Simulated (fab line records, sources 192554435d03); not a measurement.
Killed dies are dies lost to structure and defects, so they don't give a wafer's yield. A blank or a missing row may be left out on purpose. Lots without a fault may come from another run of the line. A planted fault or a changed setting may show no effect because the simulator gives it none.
Chamber matching | flow n5_finfet | N5_BEOL_M5_ETCH_67 on rie_diel-04: 4 sister chambers
The step etches SiARC in CF4, target depth 15.6 nm, time 26 s. 8 wafers are shown with their chamber, then 9 later ones without.

WAFERS WITH THEIR CHAMBER
wafer  | chamber | showerhead_plenum_p_Torr (Torr) | oes_product_au (a.u.)
L078.3 | 1       | 2.19                            | 0.56
L078.4 | 1       | 2.19                            | 0.56
L083.4 | 0       | 2.03                            | 0.59
L083.5 | 3       | 2.26                            | 0.71
L083.6 | 2       | 2.13                            | 0.62
L088.2 | 3       | 2.26                            | 0.70
L088.4 | 0       | 2.02                            | 0.59
L088.5 | 2       | 2.13                            | 0.62

WAFERS WITHOUT THEIR CHAMBER
wafer  | showerhead_plenum_p_Torr (Torr) | oes_product_au (a.u.)
L089.4 | 2.26                            | 0.69
L089.5 | 2.02                            | 0.59
L089.6 | 2.19                            | 0.82
L095.1 | 2.25                            | 0.67
L095.4 | 2.26                            | 0.68
L095.5 | 2.12                            | 0.60
L097.2 | 2.12                            | 0.60
L097.3 | 2.18                            | 0.77
L097.5 | 2.18                            | 0.77

WHICH CHAMBER EACH WENT THROUGH
wafer  | from the rows above | in truth
L089.4 | 3                   | 3
L089.5 | 0                   | 0
L089.6 | 3                   | 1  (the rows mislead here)
L095.1 | 3                   | 3
L095.4 | 3                   | 3
L095.5 | 2                   | 2
L097.2 | 2                   | 2
L097.3 | 3                   | 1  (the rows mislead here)
L097.5 | 3                   | 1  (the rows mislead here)
Placed correctly: 6 of 9. Can't be placed from these rows: 0. Placed wrongly: 3.
How it was worked out, from the rows above alone: a wafer's distance from a chamber is the root of the sum, over the readings, of the square of ((its reading less the chamber's mean) divided by the reading's scatter). The wafer belongs to the nearest chamber; if the next one is less than 2 further off, it can't be placed. A chamber's mean is the mean of its shown wafers. The scatter: the root of (the sum of the squares of (reading less its chamber's mean) over the shown wafers, divided by (wafers less chambers)).
